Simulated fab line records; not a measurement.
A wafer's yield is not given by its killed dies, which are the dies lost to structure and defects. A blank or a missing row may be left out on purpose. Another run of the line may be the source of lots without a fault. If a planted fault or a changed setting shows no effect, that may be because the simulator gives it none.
A lot that was struck, set against a sound lot + flow nand_harc + 42 out of 1302 route steps
Sound: the wafers L837.1, L837.5, L837.6. Struck: wafer L851.5 (left out: L851.2, a lot-mate that was not struck); the cause follows at the end.
For every step that has rows: the tool of each side, followed by ch and its chambers, followed by its first start. Under that, the readings that differ: sound wafers + struck wafers + difference of the means + sigmas: that difference in standard deviations of wafers without a fault.
alike: readings with means less than 2 such deviations apart, plus words and numbers identical on both sides. not compared: withheld readings, readings lacking a value on some wafer, bounds such as >300 that could conceal the same value, and numbers that have no deviation in the record and whose values overlap.
The two part at a step that has a row with sigmas, a row that says differs or no value, or rows on one side only. When numbers do not overlap yet have no deviation, they are printed without sigmas and do not part them. Lack of a reading on every wafer of one side parts them only where that side has two or more wafers.

NHARC_A_BLC_OVL_MEAS_11:
  struck on overlay-01, day 29 10:25; sound on overlay-01, day 23 00:03
  alike: overlay_x_nm, overlay_y_nm
NHARC_A_BLC_INSPECT_12:
  struck on defect_inspect-01, day 29 10:26; sound on defect_inspect-01, day 23 00:05
  alike: raw_defect_count
then, 2 steps without rows for these wafers: NHARC_A_BLC_DESCUM_15 (chemistry O2, time 3 s); NHARC_A_BLC_ETCH_16 (etches the open film in CF4, target depth 39 nm, time 65 s).
NHARC_A_BLC_ETCH_17: etches the open film in N2/H2, target depth 390 nm, time 609.38 s.
  sound: rie_diel-11 ch 0,3; struck: rie_diel-07 ch 2
| reading                     | sound       | struck | difference | sigmas |
|-----------------------------|-------------|--------|------------|--------|
| drypump_motor_current_A (A) | 6.4 6.8 6.4 | 5.1    | -1.4       | -2     |
  alike: oes_product_au, rf_vpp_V, showerhead_plenum_p_Torr, throttle_valve_pct
  not compared: rf_hours_counter_h
then, 1 step without rows for these wafers: NHARC_A_BLC_ETCH_18 (etches the open film in C4F8/O2/Ar, target depth 910 nm).
NHARC_A_BLC_CD_MEAS_19:
  struck on cd_sem-02, day 29 11:28; sound on cd_sem-02, day 23 01:07
  alike: cd_nm
then, 1 step without rows for these wafers: NHARC_A_BLC_STRIP_29 (strips in CF4).
NHARC_A_BLC_STRIP_21: strips in O2.
  sound on rie_diel-04 ch 0,1,2, day 23 01:19; struck on rie_diel-11 ch 0, day 29 11:40
  alike: drypump_motor_current_A, o2_flow_sccm, oes_product_au, rf_vpp_V, showerhead_plenum_p_Torr, throttle_valve_pct
  not compared: rf_hours_counter_h
then, 3 steps without rows for these wafers: NHARC_A_BLC_STRIP_22 (strips in post etch residue remover, time 600 s); NHARC_A_BLC_DEGAS_30 (time 60 s); NHARC_A_BLC_PRE_CLEAN_31 (time 15 s).
NHARC_A_BLC_PVD_32: deposits Ti, target thk 5 nm, time 17.7 s.
  struck on pvd_sputter-01, day 29 12:12; sound on pvd_sputter-02, day 23 01:55
  alike: throttle_valve_pct
NHARC_A_BLC_ALD_23: deposits TiN, target thk 3 nm, pulse time 1 s, ald cycles 150.
  sound on ald_metal-02 ch 1,2,3, day 23 02:02; struck on ald_metal-02 ch 0, day 29 12:22
  alike: heater_power_w, precursor_pulse_height_rel, susceptor_temp_C
then, 3 steps without rows for these wafers: NHARC_A_BLC_CVD_24 (deposits W, target thk 150 nm, time 434 s); NHARC_A_BLC_CMP_25 (polishes, t overpolish 30 s, target thk 150 nm); NHARC_A_BLC_SRD_27.
NHARC_A_BLC_INSPECT_28:
  struck on defect_inspect-01, day 29 13:27; sound on defect_inspect-01, day 23 03:08
  alike: raw_defect_count
then, 10 steps without rows for these wafers: NHARC_A_M0_DEP_00 (deposits SiOC, target thk 150 nm); NHARC_A_M0_DEHYDRATE_01 (time 120 s); NHARC_A_M0_HMDS_02 (time 30 s); NHARC_A_M0_COAT_33 (time 65 s); NHARC_A_M0_COAT_03 (resist thk 90 nm); NHARC_A_M0_SOFTBAKE_04 (time 55 s); NHARC_A_M0_EBR_05; NHARC_A_M0_EXPOSE_06 (exposes mask A M0, target cd 80 nm); NHARC_A_M0_PEB_07 (peb time 65 s); NHARC_A_M0_DEVELOP_08 (develop time 35 s).
NHARC_A_M0_CD_MEAS_09: the cd target is 80 nm.
  the record has rows for the sound wafers here (cd_sem-03 ch 0, day 23 03:54) and none for the struck ones
NHARC_A_M0_OVL_MEAS_10: pitch 160 nm.
  sound wafers here have rows in the record (overlay-01, day 23 03:59); struck ones have none
NHARC_A_M0_INSPECT_11:
  sound wafers here have rows in the record (defect_inspect-02, day 23 04:02); struck ones have none
then, 3 steps without rows for these wafers: NHARC_A_M0_DESCUM_14 (chemistry O2, time 3 s); NHARC_A_M0_ETCH_34 (etches the open film in N2/H2, target depth 40 nm, overetch 12 nm, time 43.94 s); NHARC_A_M0_ETCH_15 (etches the open film in C4F8/Ar, target depth 150 nm, overetch 15 nm, time 82.5 s).
NHARC_A_M0_CD_MEAS_16:
  sound wafers here have rows in the record (cd_sem-02, day 23 04:23); struck ones have none
NHARC_A_M0_STRIP_18: strips in N2/H2.
  the record has rows for the sound wafers here (rie_diel-09 ch 0,3, day 23 04:29) and none for the struck ones
then, 4 steps without rows for these wafers: NHARC_A_M0_STRIP_19 (strips in post etch residue remover, time 600 s); NHARC_A_M0_DEGAS_28 (time 60 s); NHARC_A_M0_PRE_CLEAN_29 (time 30 s); NHARC_A_M0_PVD_20 (deposits TaN, target thk 5 nm, time 8.06 s).
NHARC_A_M0_PVD_21: deposits Cu, target thk 30 nm, time 20.49 s.
  the record has rows for the sound wafers here (pvd_sputter-01) and none for the struck ones
NHARC_END_SORT_01:
  here the record holds rows for the struck wafers (prober-02 ch 0, day 31 08:00) but none for the sound ones

WHERE THEY PART
First at NHARC_A_BLC_ETCH_17; last, within this record, at NHARC_END_SORT_01.

WHY: what had been put in by the simulator
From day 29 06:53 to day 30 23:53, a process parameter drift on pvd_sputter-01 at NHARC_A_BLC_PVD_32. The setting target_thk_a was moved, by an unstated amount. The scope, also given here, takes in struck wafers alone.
